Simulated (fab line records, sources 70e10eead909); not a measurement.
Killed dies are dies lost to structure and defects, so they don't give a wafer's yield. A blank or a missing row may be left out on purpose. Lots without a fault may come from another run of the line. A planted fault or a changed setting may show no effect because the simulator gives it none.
Which tool did it? | flow nand_harc | 15 lots, 45 wafers sampled, at 4 steps of a route of 1159

WHAT THE GAUGES READ, wafer by wafer
The record holds no reading of a measuring or inspecting step that can be judged against a usual standard deviation.

WHICH TOOL RAN EACH LOT (tool, then ch and the chambers of the sampled wafers, then the start)
lot  | NHARC_A_BLC_ETCH_18                | NHARC_A_BLC_ALD_23                  | NHARC_A_BLC_CVD_24                       | NHARC_A_BLC_CMP_25
L723 | rie_diel-02 ch 0,3, day 17 14:52   | ald_metal-01 ch 1,2, day 17 16:05   | cvd_w-02 ch 0,1, day 17 16:55 or earlier | cmp-01 ch 1,2,3, day 17 16:55
L721 | rie_diel-02 ch 2,3, day 17 16:11   | ald_metal-02 ch 0,1,3, day 17 17:29 | cvd_w-02 ch 0,1, day 17 18:32 or earlier | cmp-02 ch 0,2, day 17 18:32
L722 | rie_diel-02 ch 0,1, day 17 20:54   | ald_metal-02 ch 1,2, day 17 22:07   | cvd_w-01 ch 0,1, day 17 22:50 or earlier | cmp-02 ch 0,1,3, day 17 22:50
L728 | rie_diel-02 ch 1,2,3, day 18 20:33 | ald_metal-04 ch 0,2,3, day 18 21:50 | cvd_w-02 ch 0,1, day 19 04:24 or earlier | cmp-02 ch 0,1,2, day 19 04:24
L725 | rie_diel-04 ch 1,2, day 18 21:14   | ald_metal-02 ch 0,1,2, day 18 22:34 | cvd_w-02 ch 0,1, day 19 04:50 or earlier | cmp-02 ch 1,3, day 19 04:50
L730 | rie_diel-04 ch 1,2, day 19 18:04   | ald_metal-01 ch 1,2,3, day 19 19:19 | cvd_w-01 ch 0,1, day 20 03:05 or earlier | cmp-04 ch 0,1,2, day 20 03:05
L731 | rie_diel-02 ch 1,2,3, day 20 09:25 | ald_metal-02 ch 0,1, day 20 10:53   | cvd_w-01 ch 1, day 20 11:37 or earlier   | cmp-02 ch 0,3, day 20 11:37
L736 | rie_diel-04 ch 0,2, day 20 20:28   | ald_metal-02 ch 0,2,3, day 20 21:53 | cvd_w-02 ch 0,1, day 21 05:50 or earlier | cmp-04 ch 0,1,3, day 21 05:50
L734 | rie_diel-04 ch 0,1,3, day 21 06:19 | ald_metal-01 ch 0,1, day 21 07:32   | cvd_w-02 ch 0,1, day 21 14:28 or earlier | cmp-01 ch 2,3, day 21 14:28
L737 | rie_diel-02 ch 0,2,3, day 21 07:20 | ald_metal-04 ch 1,2,3, day 21 08:39 | cvd_w-01 ch 0,1, day 21 15:11 or earlier | cmp-01 ch 1,2, day 21 15:11
L740 | rie_diel-02 ch 0,1,3, day 21 10:58 | ald_metal-02 ch 1,2,3, day 21 12:08 | cvd_w-01 ch 0,1, day 21 15:35 or earlier | cmp-01 ch 0,2,3, day 21 15:35
L742 | rie_diel-04 ch 1,2,3, day 22 04:07 | ald_metal-02 ch 0,1,3, day 22 05:20 | cvd_w-02 ch 0,1, day 22 06:04 or earlier | cmp-02 ch 1,3, day 22 06:04
L743 | rie_diel-04 ch 0,1,2, day 22 09:40 | ald_metal-01 ch 0,2,3, day 22 10:55 | cvd_w-01 ch 0,1, day 22 14:22 or earlier | cmp-02 ch 0,1,2, day 22 14:22
L741 | rie_diel-02 ch 0,1,3, day 22 16:51 | ald_metal-02 ch 1,3, day 22 18:07   | cvd_w-02 ch 0,1, day 22 20:19 or earlier | cmp-01 ch 0,1,3, day 22 20:19
L744 | rie_diel-04 ch 1,2,3, day 22 21:46 | ald_metal-04 ch 0,1,2, day 22 22:53 | cvd_w-02 ch 0,1, day 22 23:38 or earlier | cmp-04 ch 0,3, day 22 23:38
- NHARC_A_BLC_ETCH_18: etches the open film in C4F8/O2/Ar, target depth 910 nm.
- NHARC_A_BLC_ALD_23: deposits TiN, target thk 3 nm, pulse time 1 s, ald cycles 150.
- NHARC_A_BLC_CVD_24: deposits W, target thk 150 nm, time 434 s.
- NHARC_A_BLC_CMP_25: polishes, t overpolish 30 s, target thk 150 nm.

WHAT THE TOOLS THEMSELVES READ (means of the sampled wafers that have a number; where no wafer has one, the mark that the record gives instead)
NHARC_A_BLC_ETCH_18.
lot  | tool        | bias_w (W) | chamber_pressure_mTorr (mTorr) | oes_product_au (a.u.) | rf_vpp_V (V)
L723 | rie_diel-02 | 1502       | 24.999                         | 0.936                 | 984
L721 | rie_diel-02 | 1504       | 24.990                         | 0.952                 | 980
L722 | rie_diel-02 | 1502       | 24.975                         | 0.971                 | 973
L728 | rie_diel-02 | 1500       | 25.017                         | 0.911                 | 974
L725 | rie_diel-04 | 1502       | 24.999                         | 0.914                 | 976
L730 | rie_diel-04 | 1497       | 24.988                         | 0.908                 | 977
L731 | rie_diel-02 | 1500       | 25.004                         | 0.954                 | 974
L736 | rie_diel-04 | -          | -                              | -                     | -
L734 | rie_diel-04 | -          | -                              | -                     | -
L737 | rie_diel-02 | -          | -                              | -                     | -
L740 | rie_diel-02 | 1500       | 25.030                         | 0.953                 | 978
L742 | rie_diel-04 | 1502       | 25.003                         | 0.953                 | 981
L743 | rie_diel-04 | 1500       | 24.985                         | 0.967                 | 981
L741 | rie_diel-02 | 1500       | 24.993                         | 0.955                 | 978
L744 | rie_diel-04 | 1499       | 24.997                         | 0.930                 | 980

NHARC_A_BLC_ALD_23.
lot  | tool         | heater_power_w (W) | precursor_pulse_height_rel
L723 | ald_metal-01 | 1207               | 0.987
L721 | ald_metal-02 | 1016               | 0.980
L722 | ald_metal-02 | 1107               | 0.997
L728 | ald_metal-04 | 1059               | 1.000
L725 | ald_metal-02 | 1063               | 1.001
L730 | ald_metal-01 | 1141               | 0.995
L731 | ald_metal-02 | 1047               | 1.007
L736 | ald_metal-02 | 1035               | 0.993
L734 | ald_metal-01 | 1110               | 1.009
L737 | ald_metal-04 | 1050               | 0.990
L740 | ald_metal-02 | 999                | 0.987
L742 | ald_metal-02 | 1010               | 1.019
L743 | ald_metal-01 | 1071               | 0.980
L741 | ald_metal-02 | 940                | 1.000
L744 | ald_metal-04 | 1080               | 0.977

NHARC_A_BLC_CVD_24.
lot  | tool     | heater_power_w (W) | throttle_valve_pct (%)
L723 | cvd_w-02 | 429                | 8.14
L721 | cvd_w-02 | 417                | 7.87
L722 | cvd_w-01 | 448                | 8.27
L728 | cvd_w-02 | 433                | 8.26
L725 | cvd_w-02 | 419                | 8.08
L730 | cvd_w-01 | 429                | 8.09
L731 | cvd_w-01 | 415                | 7.73
L736 | cvd_w-02 | 423                | 7.93
L734 | cvd_w-02 | 440                | 8.12
L737 | cvd_w-01 | 427                | 7.79
L740 | cvd_w-01 | 437                | 7.80
L742 | cvd_w-02 | 419                | 8.25
L743 | cvd_w-01 | 438                | 7.93
L741 | cvd_w-02 | 429                | 8.21
L744 | cvd_w-02 | 423                | 8.08

NHARC_A_BLC_CMP_25.
lot  | tool   | motor_current_A (A) | overpolish_run_s (s) | retaining_ring_pressure_frac | time_to_endpoint_s (s)
L723 | cmp-01 | 12.3                | 30.009               | 0.998                        | 30
L721 | cmp-02 | 11.0                | 30.003               | 1.002                        | 31
L722 | cmp-02 | 11.3                | 29.987               | 0.997                        | 34
L728 | cmp-02 | 10.9                | 29.993               | 0.999                        | 30
L725 | cmp-02 | 11.2                | 29.998               | 1.005                        | 34
L730 | cmp-04 | 13.3                | 30.007               | 0.998                        | 28
L731 | cmp-02 | 11.2                | 30.005               | 0.997                        | 31
L736 | cmp-04 | 12.8                | 29.991               | 1.001                        | 31
L734 | cmp-01 | 11.0                | 29.988               | 0.997                        | 30
L737 | cmp-01 | 12.6                | 29.999               | 1.001                        | 29
L740 | cmp-01 | 12.7                | 29.998               | 0.998                        | 28
L742 | cmp-02 | 11.5                | 29.998               | 1.001                        | 34
L743 | cmp-02 | 11.2                | 29.995               | 1.001                        | 30
L741 | cmp-01 | 12.2                | 30.009               | 1.006                        | 29
L744 | cmp-04 | 12.8                | 30.001               | 1.004                        | 30

THE ANSWER, worked out from the rows above alone
Rule: what is usual is taken from the lots themselves. Put in order of their means at a reading, lots are off if they are a third of the lots or fewer, leave a main group of 4 or more, and stand apart from it by a gap of 3 or more times the standard deviation of the main group's means; of several such gaps the widest counts. A main group whose means are all the same, to the digits that the tables above print for the reading, isn't used. A lot without any number at a reading at which 4 lots or more have one is off too. The other lots that the step has rows for count as sound. The gauges are gone through in route order, then the tools' own readings, and for those a lot's mean is taken as printed above. The first step at which some lot is off is used, and at that step the reading that is off furthest; a lot without a number counts as furthest.
Off: L736, L734, L737, at NHARC_A_BLC_ETCH_18 (bias_w). Without a number there: L736, L734, L737. The main group: mean 1501 W, standard deviation 1.7.
A tool fits if, at that step or a process step before it, it ran every lot that is off, and no sound lot after the first of them. None of those tried fits.

WHAT THE SIMULATOR HAD PUT IN
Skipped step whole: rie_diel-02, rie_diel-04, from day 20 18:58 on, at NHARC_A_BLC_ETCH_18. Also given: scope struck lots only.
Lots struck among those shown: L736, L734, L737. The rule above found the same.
